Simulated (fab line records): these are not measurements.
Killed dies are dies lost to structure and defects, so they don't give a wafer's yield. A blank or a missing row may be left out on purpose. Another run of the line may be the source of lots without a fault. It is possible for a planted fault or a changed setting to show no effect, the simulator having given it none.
Matching of chambers :: flow n5 finfet :: N5_BEOL_M0_SAQP_ETCH_83 on rie diel-06 has 4 sister chambers
The step etches SiARC in CF4, target depth 39 nm, time 65 s. 22 wafers are shown with their chamber, then 11 later ones without.

== WAFERS, EACH WITH ITS CHAMBER ==
wafer: L076.3
chamber: 2
showerhead plenum p Torr (Torr): 2.23
drypump motor current A (A): 5.6
throttle valve pct (%): 15.69

wafer: L076.4
chamber: 3
showerhead plenum p Torr (Torr): 2.02
drypump motor current A (A): 6.7
throttle valve pct (%): 15.75

wafer: L076.6
chamber: 1
showerhead plenum p Torr (Torr): 1.99
drypump motor current A (A): 6.0
throttle valve pct (%): 15.39

wafer: L077.4
chamber: 0
showerhead plenum p Torr (Torr): 2.11
drypump motor current A (A): 6.0
throttle valve pct (%): 15.67

wafer: L077.5
chamber: 2
showerhead plenum p Torr (Torr): 2.23
drypump motor current A (A): 5.6
throttle valve pct (%): 15.70

wafer: L077.6
chamber: 1
showerhead plenum p Torr (Torr): 1.99
drypump motor current A (A): 6.0
throttle valve pct (%): 15.39

wafer: L079.2
chamber: 3
showerhead plenum p Torr (Torr): 2.02
drypump motor current A (A): 6.6
throttle valve pct (%): 15.78

wafer: L079.5
chamber: 2
showerhead plenum p Torr (Torr): 2.23
drypump motor current A (A): 5.6
throttle valve pct (%): 15.70

wafer: L079.6
chamber: 1
showerhead plenum p Torr (Torr): 1.98
drypump motor current A (A): 6.0
throttle valve pct (%): 15.38

wafer: L080.1
chamber: 0
showerhead plenum p Torr (Torr): 2.11
drypump motor current A (A): 6.0
throttle valve pct (%): 15.71

wafer: L080.2
chamber: 2
showerhead plenum p Torr (Torr): 2.23
drypump motor current A (A): 5.6
throttle valve pct (%): 15.70

wafer: L080.4
chamber: 1
showerhead plenum p Torr (Torr): 1.98
drypump motor current A (A): 6.0
throttle valve pct (%): 15.38

wafer: L082.1
chamber: 0
showerhead plenum p Torr (Torr): 2.11
drypump motor current A (A): 6.0
throttle valve pct (%): 15.68

wafer: L082.3
chamber: 1
showerhead plenum p Torr (Torr): 1.98
drypump motor current A (A): 6.0
throttle valve pct (%): 15.41

wafer: L082.4
chamber: 2
showerhead plenum p Torr (Torr): 2.23
drypump motor current A (A): 5.6
throttle valve pct (%): 15.70

wafer: L084.1
chamber: 0
showerhead plenum p Torr (Torr): 2.11
drypump motor current A (A): 6.0
throttle valve pct (%): 15.69

wafer: L084.3
chamber: 1
showerhead plenum p Torr (Torr): 1.98
drypump motor current A (A): 6.0
throttle valve pct (%): 15.41

wafer: L084.4
chamber: 2
showerhead plenum p Torr (Torr): 2.23
drypump motor current A (A): 5.6
throttle valve pct (%): 15.71

wafer: L088.1
chamber: 1
showerhead plenum p Torr (Torr): 1.98
drypump motor current A (A): 6.0
throttle valve pct (%): 15.44

wafer: L088.3
chamber: 2
showerhead plenum p Torr (Torr): 2.23
drypump motor current A (A): 5.6
throttle valve pct (%): 15.73

wafer: L088.4
chamber: 2
showerhead plenum p Torr (Torr): 2.23
drypump motor current A (A): 5.6
throttle valve pct (%): 15.73

wafer: L091.1
chamber: 3
showerhead plenum p Torr (Torr): 2.01
drypump motor current A (A): 6.6
throttle valve pct (%): 15.83

SIGNATURES (averages over the wafers above)
reading: showerhead plenum p Torr
chamber 0: 2.1100
chamber 1: 1.9829
chamber 2: 2.2300
chamber 3: 2.0167
scatter within a chamber: 0.00341

reading: drypump motor current A
chamber 0: 6.000
chamber 1: 6.000
chamber 2: 5.600
chamber 3: 6.633
scatter within a chamber: 0.0192

reading: throttle valve pct
chamber 0: 15.6875
chamber 1: 15.4000
chamber 2: 15.7075
chamber 3: 15.7867
scatter within a chamber: 0.0217
Rule: a wafer lies at a distance from a chamber equal to the root of the sum of squares, over the readings, of (its reading less the chamber's mean, divided by the reading's scatter). The wafer belongs to the nearest chamber; if the next one is less than 2 further off, it can't be placed. The scatter: the root of (the sum of the squares of (reading less its chamber's mean) over the shown wafers, divided by (wafers less chambers)).

== WAFERS WITHOUT THEIR CHAMBER ==
wafer: L091.3
showerhead plenum p Torr (Torr): 2.11
drypump motor current A (A): 6.0
throttle valve pct (%): 15.20

wafer: L091.4
showerhead plenum p Torr (Torr): 1.98
drypump motor current A (A): 6.0
throttle valve pct (%): 15.44

wafer: L090.1
showerhead plenum p Torr (Torr): 2.01
drypump motor current A (A): 6.7
throttle valve pct (%): 15.81

wafer: L090.2
showerhead plenum p Torr (Torr): 2.22
drypump motor current A (A): 5.6
throttle valve pct (%): 15.73

wafer: L090.4
showerhead plenum p Torr (Torr): 1.98
drypump motor current A (A): 6.0
throttle valve pct (%): 15.43

wafer: L092.2
showerhead plenum p Torr (Torr): 2.11
drypump motor current A (A): 6.0
throttle valve pct (%): 15.20

wafer: L092.3
showerhead plenum p Torr (Torr): 2.22
drypump motor current A (A): 5.6
throttle valve pct (%): 15.75

wafer: L092.5
showerhead plenum p Torr (Torr): 1.98
drypump motor current A (A): 6.0
throttle valve pct (%): 15.44

wafer: L097.1
showerhead plenum p Torr (Torr): 2.11
drypump motor current A (A): 6.0
throttle valve pct (%): 15.22

wafer: L097.3
showerhead plenum p Torr (Torr): 2.01
drypump motor current A (A): 6.7
throttle valve pct (%): 15.84

wafer: L097.5
showerhead plenum p Torr (Torr): 2.11
drypump motor current A (A): 6.0
throttle valve pct (%): 15.23

== WHICH CHAMBER EACH ONE RAN IN ==
wafer: L091.3
from the rows above: 0
in truth: 0

wafer: L091.4
from the rows above: 1
in truth: 1

wafer: L090.1
from the rows above: 3
in truth: 3

wafer: L090.2
from the rows above: 2
in truth: 2

wafer: L090.4
from the rows above: 1
in truth: 1

wafer: L092.2
from the rows above: 0
in truth: 0

wafer: L092.3
from the rows above: 2
in truth: 2

wafer: L092.5
from the rows above: 1
in truth: 1

wafer: L097.1
from the rows above: 0
in truth: 0

wafer: L097.3
from the rows above: 3
in truth: 3

wafer: L097.5
from the rows above: 0
in truth: 0
Correct placement for 11 of the 11. Can't be placed from these rows: 0. Number placed wrongly: 0.
